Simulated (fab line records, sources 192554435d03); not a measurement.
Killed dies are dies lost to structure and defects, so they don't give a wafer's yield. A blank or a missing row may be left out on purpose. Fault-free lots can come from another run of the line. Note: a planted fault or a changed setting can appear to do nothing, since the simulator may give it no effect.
fab line records    flow n5_finfet
[record] lots = 4  wafers = 12  last_day = 18
route steps=1938 shown BEOL_M2@858 BEOL_M4@1111 PASSIVATION@1936
lots untouched by any fault: they come from a run of this same line in which no faults occurred
start_h: start of the lot's first displayed wafer, in hours after the record's first day    wait_h: how many hours have passed since the lot's step before this one    " as in the row above    L1.1+2: several wafers, shown together as one row    - no value, or no start was given    * or withheld: withheld    < > ~ a bound
route shown NAME@n: NAME is a module with steps in the file, n the number in the route of the first one    usual: mean and standard deviation over wafers with no fault    same: alike in all rows    chamber/n: place in a boat    sites: readings site by site    _std_site: how widely they spread, as a standard deviation    _edge_site: the outer-site mean with the inner-site mean subtracted    radius_mm: how far each site lies from the wafer's centre    mask NAME#n: copy n    behind: tool/chamber where the wafer was last shaped    hold: reason for holding the lot/hours on hold/outcome of the hold    device: the n, p or np transistor that did not switch    end of line: the route-end tests of the same wafers    for a step that has no rows: nothing shown but its recipe    killed: the dies lost at the first sort to structure and to defects; this is not the yield of the wafer    map: shows each die of a wafer: x if killed, . if not, _ if none is there
set.NAME: setting as actually run; set.NAME@STEP: the setting as run at that earlier step    model.NAME: the simulator's own value behind a step, which no gauge read
lots at some steps of the route; a table a step, a row a wafer
services: from which hour (start_h, from the record's first day; less than 0 if before it) a tool's chamber was out of use, for how many hours, and why
[[steps]]
[step N5_BEOL_M2_ETCH_74]
[recipe] chemistry = N2/H2  target = underlayer  target_depth_a = 65  mask_material = CAR-EUV  time_s = 5.2  ion_energy_ev = 200  pressure_mtorr = 30  source_w = 840  bias_w = 150  n2_flow_sccm = 200  h2_flow_sccm = 200  ends = cleared
[step N5_BEOL_M2_ETCH_63]
[recipe] chemistry = CF4  target = SiARC  target_depth_a = 156  mask_material = CAR-EUV  time_s = 26  ion_energy_ev = 80  pressure_mtorr = 40  source_w = 545  bias_w = 36  Ar_flow_sccm = 100  cf4_flow_sccm = 100  ends = cleared
[step N5_BEOL_M2_ETCH_64]
[recipe] chemistry = N2/H2  target = SOC  target_depth_a = 750  overetch_a = 225  mask_material = SiARC  temp_c = 40  time_s = 121.9  ion_energy_ev = 200  pressure_mtorr = 30  source_w = 840  bias_w = 150  n2_flow_sccm = 200  h2_flow_sccm = 200
[step N5_BEOL_M2_STRIP_65]
[recipe] chemistry = N2/H2  temp_c = 40  n2_flow_sccm = 200  h2_flow_sccm = 200  rf_frequency_hz = 6e+07
[step N5_BEOL_M2_STRIP_75]
[recipe] chemistry = N2/H2  temp_c = 40  n2_flow_sccm = 200  h2_flow_sccm = 200  rf_frequency_hz = 6e+07
[step N5_BEOL_M2_STRIP_66]
[recipe] chemistry = CF4  resist = SiARC  power_w = 300  bias_power_w = 75  pressure_mtorr = 50  cf4_flow_sccm = 150  rf_frequency_hz = 6e+07
[step N5_BEOL_M2_HM_OPEN_17]
[recipe] chemistry = Cl2/BCl3  target_depth_a = 200  overetch_a = 60  target = TiN  mask_material = SOC  ion_energy_ev = 150  pressure_mtorr = 10  icp_w = 1000  bias_w = 126  Cl2_flow_sccm = 53.25  bcl3_flow_sccm = 21.75  Ar_flow_sccm = 25
[step N5_BEOL_M2_STRIP_19]
[recipe] chemistry = O2  power_w = 400  temp_c = 40  pressure_mtorr = 30  rf_frequency_hz = 6e+07  bias_power_w = 0  overash_fraction = 0.2  o2_flow_sccm = 225
[step N5_BEOL_M2_COAT_67]
[recipe] resist = SOC  temp_c = 250  time_s = 60  spin_rpm = 1500  resist_thk_nm = 60
[step N5_BEOL_M2_COAT_68]
[recipe] resist = SiARC  temp_c = 220  time_s = 60  spin_rpm = 1500  resist_thk_nm = 12
[step N5_BEOL_M2_COAT_76]
[recipe] resist = underlayer  temp_c = 205  time_s = 60  spin_rpm = 1500  resist_thk_nm = 5
[step N5_BEOL_M2_COAT_22]
[recipe] resist = CAR-EUV  spin_rpm = 1500  resist_thk_nm = 30
[usual] spin_speed_rpm = 1500.2/1.4
lot.wafer  tool            chamber  start_h  wait_h  spin_speed_rpm  model.CAR-EUV_of_BEOL_M2_COAT_22.thk_nm
L947.1     litho_track-01  0        189.61   -       1503.2          30
L947.2     "               0        "        "       1499.5          30
L947.5     "               0        "        "       1498.6          30
L954.1     litho_track-01  0        228.42   -       1568.0          29.4
L954.3     "               0        "        "       1569.6          29.4
L954.5     "               0        "        "       1570.8          29.4
L957.1     litho_track-01  0        243.05   -       1571.3          29.2
L957.3     "               0        "        "       1572.8          29.2
L957.6     "               0        "        "       1573.1          29
L961.1     litho_track-02  0        272.06   -       1501.8          29.8
L961.4     "               0        "        "       1501.2          30
L961.6     "               0        "        "       1500.9          30
[step N5_BEOL_M2_EBR_24]
[recipe] solvent = PGMEA  ebr_width_mm = 1.5
[step N5_BEOL_M2_SOFTBAKE_23]
[recipe] temp_c = 110  time_s = 60  resist = CAR-EUV
[step N5_BEOL_M2_EXPOSE_25]
[recipe] mask_id = V1  na = 0.33  source_shape = quasar  sigma_inner = 0.2  sigma_outer = 0.8  polarization = unpolarized  defocus_nm = 5  dose_mj = 63
[step N5_BEOL_M2_PEB_26]
[recipe] peb_temp_c = 100  peb_time_s = 60  resist = CAR-EUV
[step N5_BEOL_M2_DEVELOP_27]
[recipe] develop_time_s = 30  developer = TMAH  resist = CAR-EUV  rinse_liquid = surfactant_rinse  dry = air_spin  dev_temp_c = 23
[step N5_BEOL_M2_DESCUM_33]
[recipe] chemistry = O2  time_s = 7  source_power_w = 50  bias_power_w = 20  pressure_mtorr = 20  rf_frequency_hz = 2.712e+07  temp_c = 40  resist = CAR-EUV  o2_flow_sccm = 225
[step N5_BEOL_M2_ETCH_77]
[recipe] chemistry = N2/H2  target = underlayer  target_depth_a = 65  mask_material = CAR-EUV  time_s = 5.2  ion_energy_ev = 200  pressure_mtorr = 30  source_w = 840  bias_w = 150  n2_flow_sccm = 200  h2_flow_sccm = 200  ends = cleared
[step N5_BEOL_M2_ETCH_69]
[recipe] chemistry = CF4  target = SiARC  target_depth_a = 156  mask_material = CAR-EUV  time_s = 26  ion_energy_ev = 80  pressure_mtorr = 40  source_w = 545  bias_w = 36  Ar_flow_sccm = 100  cf4_flow_sccm = 100  ends = cleared
[step N5_BEOL_M2_ALD_98]
[recipe] material = SiO2  target_thk_a = 25  temp_c = 100  ald_precursor_family = BDEAS  ald_co_reactant = O2-plasma  pulse_time_s = 1  co_reactant_pulse_time_s = 1  purge_time_s = 2  co_reactant_purge_time_s = 2  ald_cycles = 17  pressure_torr = 2
[step N5_BEOL_M2_ETCHBACK_99]
[recipe] chemistry = CHF3  target = SiO2  target_depth_a = 50  time_s = 10.4  source_w = 215  bias_w = 47  Ar_flow_sccm = 200  CHF3_flow_sccm = 12  ion_energy_ev = 100  pressure_mtorr = 30
[usual] drypump_motor_current_A = 5.7/0.47  mfc_ar_sccm = 199.9/0.57  oes_product_au = 0.80/0.067  rf_fwd_power_W = 212.6/0.87  rf_vpp_V = 241/5.3  showerhead_plenum_p_Torr = 2.14/0.074  throttle_valve_pct = 17.06/0.14
lot.wafer  tool         chamber  start_h  wait_h  drypump_motor_current_A  mfc_ar_sccm  oes_product_au  rf_fwd_power_W  rf_hours_counter_h  rf_vpp_V  showerhead_plenum_p_Torr  throttle_valve_pct  model.CAR-EUV_of_BEOL_M2_COAT_22.thk_nm
L947.1     rie_diel-01  2        193.02   2.5     5.6                      200.2        0.76            211.4           133                 246       2.16                      17.06               10.4
L947.2     "            0        "        "       6.2                      199.3        0.83            212.5           72                  234       2.09                      17.08               10.4
L947.5     "            3        "        "       6.2                      199.2        0.77            212.1           -                   247       2.08                      17.02               10.4
L954.1     rie_diel-02  3        240.47   11.3    5.9                      199.8        0.75            212.9           158                 246       2.25                      16.86               9.8
L954.3     "            2        "        "       5.7                      199.1        0.86            212.9           68                  231       2.10                      17.23               9.8
L954.5     "            3        "        "       5.9                      200.4        0.74            212.9           -                   248       2.25                      16.85               9.8
L957.1     rie_diel-02  1        245.65   1.7     6.1                      199.7        0.74            213.7           167                 237       2.06                      17.21               9.4
L957.3     "            2        "        "       5.7                      199.6        0.85            211.7           69                  231       2.10                      17.24               9.6
L957.6     "            0        "        "       5.2                      200.3        0.69            212.6           -                   241       2.14                      17.30               9.4
L961.1     rie_diel-04  0        273.65   0.5     6.1                      199.8        0.82            211.3           74                  241       2.11                      17.10               10.2
L961.4     "            3        "        "       5.5                      200.0        0.81            212.5           80                  244       2.20                      17.17               10.4
L961.6     "            0        "        "       6.1                      199.8        0.83            210.7           -                   241       2.11                      17.11               10.4
[step N5_BEOL_M2_ETCH_70]
[recipe] chemistry = N2/H2  target = SOC  target_depth_a = 800  overetch_a = 240  mask_material = SiARC  temp_c = 40  time_s = 130  ion_energy_ev = 200  pressure_mtorr = 30  source_w = 840  bias_w = 150  n2_flow_sccm = 200  h2_flow_sccm = 200
[step N5_BEOL_M4_RC_MEAS_101]
[usual] DIBL_N = 36.0/2  DIBL_P = 36.2/2.2  IOFF_N = 0.16/0.034  IOFF_P = 0.21/0.04  ION_N = 675/12  ION_P = 463/7.2  SS_N = 71.6/0.6  SS_P = 73.3/0.67  VT_N = 250/3  VT_P = -251/3.4
lot.wafer  tool       chamber  start_h  wait_h  DIBL_N[mV/V]  DIBL_P[mV/V]  IOFF_N[nA/um]  IOFF_P[nA/um]  ION_N[uA/um]  ION_P[uA/um]  SS_N[mV/dec]  SS_P[mV/dec]  VT_N[mV]  VT_P[mV]
L947.1     prober-01  0        227.43   0.0     34.9          35.0          0.15           0.20           684           469           71.0          72.5          249       -249
L947.2     "          0        "        "       33.0          31.9          0.10           0.15           662           456           70.6          72.3          255       -254
L947.5     "          0        "        "       32.8          32.2          0.11           0.17           664           460           70.4          72.1          255       -251
L954.1     prober-01  0        269.45   0.0     36.9          36.5          0.16           0.23           674           466           71.4          73.1          249       -247
L954.3     "          0        "        "       36.6          35.6          0.17           0.22           681           469           72.0          72.8          247       -246
L954.5     "          0        "        "       34.9          35.4          0.14           0.22           677           467           71.0          72.6          250       -247
L957.1     prober-02  0        275.12   0.0     36.4          37.5          0.16           0.25           663           456           72.0          73.2          252       -248
L957.3     "          0        "        "       34.7          35.6          0.16           0.24           686           474           70.8          73.3          248       -246
L957.6     "          0        "        "       34.4          34.8          0.14           0.22           673           468           71.6          73.2          252       -248
L961.1     prober-01  0        316.99   0.0     34.8          34.2          0.13           0.17           674           461           71.5          73.4          254       -253
L961.4     "          0        "        "       34.8          34.1          0.13           0.18           665           458           71.5          73.5          253       -253
L961.6     "          0        "        "       36.5          36.2          0.16           0.20           680           463           71.9          74.2          252       -252
[step N5_PASSIVATION_PROBE_49]
[usual] defect_limited_yield = 91.5/1.5  killed_at_M0_to_M3 = 33/10  killed_at_M4_up = 15/6.4  killed_at_contacts = 12/5.4  killed_at_front_end = 38/9.8  killed_at_other = 4/3.1  killed_dies = 101/18  killed_open = 67/14  killed_short = 33/7.9  sort_bin_5_function = 5.0/1  sort_bin_6_memory = 3.2/0.67  sort_n_pass = 1079/18  sort_yield_pct = 91.5/1.5
[same] gross_dies = 1180  killed_at_back_side = 0  sort_bin_4_leakage[%] = 0  sort_bin_8_speed[%] = 0
lot.wafer  tool       chamber  start_h  wait_h  defect_limited_yield[%]  killed_at_M0_to_M3  killed_at_M4_up  killed_at_contacts  killed_at_front_end  killed_at_other  killed_dies  killed_open  killed_short  sort_bin_5_function[%]  sort_bin_6_memory[%]  sort_n_pass  sort_yield_pct[%]
L954.1     prober-02  -        399.40   0.0     90.3                     33                  23               14                  41                   3                114          77           37            6.1                     3.5                   1066         90.3
L954.3     prober-02  -        399.50   0.1     91.7                     38                  11               15                  33                   1                98           66           31            5.0                     2.7                   1082         91.7
L954.5     prober-02  -        399.60   0.2     90.4                     38                  14               29                  30                   2                113          68           44            5.9                     3.1                   1067         90.4
L957.1     prober-01  -        401.06   0.0     88.2                     36                  21               11                  57                   14               139          86           50            6.3                     4.7                   1041         88.2
L957.3     prober-01  -        401.16   0.1     90.3                     32                  19               4                   55                   4                114          70           40            5.0                     4.1                   1066         90.3
L957.6     prober-01  -        401.31   0.3     91.5                     18                  22               12                  42                   6                100          63           37            5.2                     2.9                   1080         91.5
// killed by level:class
L954.1 FIN_SAQP:geometric_particle:open=12 MOL_CONTACT_COAG:geometric_particle:open=10 BEOL_M0_SAQP:geometric_particle:short=8 BEOL_M1:geometric_particle:open=8 FIN_SAQP:geometric_particle:short=7 STI_FIN_REVEAL:geometric_particle:open=7 BEOL_M0_SAQP:geometric_particle:open=7 BEOL_M4:geometric_particle:short=5
L954.3 MOL_CONTACT_COAG:geometric_particle:open=12 FIN_SAQP:geometric_particle:short=10 BEOL_M0_SAQP:geometric_particle:short=9 BEOL_M0_SAQP:geometric_particle:open=8 BEOL_M2:geometric_particle:open=8 BEOL_M3:geometric_particle:open=6 FIN_SAQP:geometric_particle:open=5 STI_FIN_REVEAL:geometric_particle:open=5
L954.5 MOL_CONTACT_COAG:geometric_particle:open=19 BEOL_M0_SAQP:geometric_particle:open=12 BEOL_M0_SAQP:geometric_particle:short=11 MOL_CONTACT_COAG:geometric_particle:short=10 STI_FIN_REVEAL:geometric_particle:open=8 BEOL_M1:geometric_particle:open=6 BEOL_M4:geometric_particle:short=5 STARTING-WAFER:geometric_particle:short=5
L957.1 BEOL_M0_SAQP:geometric_particle:open=13 FIN_SAQP:geometric_particle:short=12 BEOL_M4:geometric_particle:open=11 FIN_SAQP:geometric_particle:open=9 BEOL_M0_SAQP:geometric_particle:short=8 GATE_CUT:geometric_particle:open=7 MOL_CONTACT_COAG:geometric_particle:short=6 DUMMY_GATE:geometric_particle:open=5
L957.3 FIN_SAQP:geometric_particle:short=14 FIN_SAQP:geometric_particle:open=9 DUMMY_GATE:geometric_particle:open=9 BEOL_M0_SAQP:geometric_particle:open=9 BEOL_M0_SAQP:geometric_particle:short=9 BEOL_M4:geometric_particle:open=9 GATE_CUT:geometric_particle:open=7 BEOL_M2:geometric_particle:open=4
L957.6 FIN_SAQP:geometric_particle:short=11 MOL_CONTACT_COAG:geometric_particle:open=11 BEOL_M4:geometric_particle:open=7 DUMMY_GATE:geometric_particle:open=6 BEOL_M5:geometric_particle:open=6 FIN_SAQP:geometric_particle:open=5 GATE_CUT:geometric_particle:open=5 BEOL_M0_SAQP:geometric_particle:open=5
[[services]]
tool         chamber  start_h  hours  kind
rie_diel-01  -        196.61   0.9    repair
rie_diel-04  3        198.02   17.3   repair
rie_diel-02  2        220.41   6.5    repair
rie_diel-04  1        221.06   3.8    repair
rie_diel-01  2        231.74   9.0    repair
[[key]]
[first_sign] step = N5_BEOL_M2_COAT_22  reading = spin_speed_rpm  direction = up  sigmas = 50  usual = *  struck = *
effect none on later readings
[model_effect] step = N5_BEOL_M2_COAT_22  value = CAR-EUV_of_BEOL_M2_COAT_22.thk_nm  without = 29.97  struck = 29.27
[model_effect] step = N5_BEOL_M2_ETCHBACK_99  value = CAR-EUV_of_BEOL_M2_COAT_22.thk_nm  without = 10.33  struck = 9.633
met_at N5_BEOL_M2_COAT_22
struck_wafers L954.1,L954.3,L954.5,L957.1,L957.3,L957.6
onset_between 189.61 228.42
[fault] kind = process_parameter_drift  tool = litho_track-01  chamber = -  onset_h = 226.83  steps = N5_BEOL_M2_COAT_22  channel = spin_rpm  offset = *  shape = step  end_h = 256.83  acts_in = *  stated = *
